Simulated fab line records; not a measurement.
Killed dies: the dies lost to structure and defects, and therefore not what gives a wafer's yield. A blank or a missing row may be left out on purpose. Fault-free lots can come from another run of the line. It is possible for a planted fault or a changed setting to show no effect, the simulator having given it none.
Split-lot study | flow n5-finfet | 21 wafers read across 7 lots, on a route 1938 steps long

## ON THE SPLIT
At N5_BEOL_M4_ETCH_64 (etches SOC in N2/H2, target depth 75 nm, overetch 22.5 nm, time 121.9 s), the setting bias-w was moved away from the recipe's 150 W on 12 of the 21 wafers read, by -16.1% to +17.5%. For the rest of the wafers, this setting stayed at what the recipe calls for.

Reading taken at the split's own step.

## THE READING
rf-vpp-V, in V, at N5_BEOL_M4_ETCH_64 (etches SOC in N2/H2, target depth 75 nm, overetch 22.5 nm, time 121.9 s). A value of 524.4 V with a standard deviation of 2.3 V is what fault-free wafers of this fab line usually give.

wafer  | tool, chamber at the split | bias-w as run, W | against the recipe | rf-vpp-V, V | against lot-mates on the recipe
L074.1 | rie-diel-01, 2             | 136.6            | -8.9%              | 498.0       | -24.2
L074.2 | rie-diel-01, 0             | 136.6            | -8.9%              | 492.6       | -29.6
L074.6 | rie-diel-01, 0             | 150              | recipe             | 522.2       | -
L075.1 | rie-diel-06, 0             | 150              | recipe             | 524.7       | -
L075.2 | rie-diel-06, 1             | 150              | recipe             | 521.4       | -
L075.3 | rie-diel-06, 3             | 150              | recipe             | 523.2       | -
L084.2 | rie-diel-01, 3             | 142.6            | -4.9%              | 506.1       | no lot-mate on the recipe
L084.3 | rie-diel-01, 1             | 142.6            | -4.9%              | 509.4       | no lot-mate on the recipe
L084.6 | rie-diel-01, 0             | 142.6            | -4.9%              | 505.8       | no lot-mate on the recipe
L085.1 | rie-diel-03, 1             | 150              | recipe             | 527.5       | -
L085.4 | rie-diel-03, 0             | 150              | recipe             | 525.3       | -
L085.6 | rie-diel-03, 0             | 130.9            | -12.7%             | 481.5       | -44.9
L082.2 | rie-diel-01, 1             | 125.9            | -16.1%             | 468.9       | no lot-mate on the recipe
L082.3 | rie-diel-01, 3             | 125.9            | -16.1%             | 468.2       | no lot-mate on the recipe
L082.5 | rie-diel-01, 2             | 125.9            | -16.1%             | 471.2       | no lot-mate on the recipe
L087.1 | rie-diel-01, 0             | 176.2            | +17.5%             | 578.2       | +53.2
L087.2 | rie-diel-01, 2             | 150              | recipe             | 528.5       | -
L087.5 | rie-diel-01, 3             | 150              | recipe             | 521.5       | -
L097.1 | rie-diel-06, 2             | 137.9            | -8.1%              | 496.2       | -25.5
L097.2 | rie-diel-06, 1             | 150              | recipe             | 521.7       | -
L097.5 | rie-diel-06, 0             | 137.9            | -8.1%              | 495.3       | -26.4

FIT RESULTS
A straight line over all 21 wafers: rf-vpp-V changes by +3.29 V for each +1% of bias-w; r = +1.00; the points scatter about the line by 2.3 V.
The same after taking each lot's own level away (the mean of its wafers on the recipe; 15 wafers): +3.16 V for each +1%; r = +0.99; scatter 2.4 V.
That fit puts the effect of the largest move of bias-w on the reading at 55 V.
Across the lots, their own levels run from 521.70 to 526.40 V, a range of 2.0 times the standard deviation given above.
So the lot-to-lot level changes the slope little: the two slopes agree.
Check: with one of the wafers moved furthest among these (+17.5%) left out of the fit, the line predicts +57.3 V for it against its lot-mates. Against them it came out at +53.2 V.
Tool readings at the split's step, against how far the setting was moved: rf-vpp-V r = +1.00.

## THE WHOLE CHAIN: every reading that the file lists as answering this split, in the file's order
step               | what it does                                                            | reading                                                                          | change (the file's fit)                | r (the file's)
N5_BEOL_M4_ETCH_64 | etches SOC in N2/H2, target depth 75 nm, overetch 22.5 nm, time 121.9 s | rf-vpp-V                                                                         | +3.19 V for each +1% of the setting    | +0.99
N5_BEOL_M4_ETCH_64 | etches SOC in N2/H2, target depth 75 nm, overetch 22.5 nm, time 121.9 s | SiARC_of_BEOL_M4_COAT_62.thk-nm (the simulator's own value, which no gauge read) | -0.0703 nm for each +1% of the setting | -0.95

## FILE'S OWN FIT
rf-vpp-V changes by +3.19 V for each +1% of bias-w, r = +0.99.
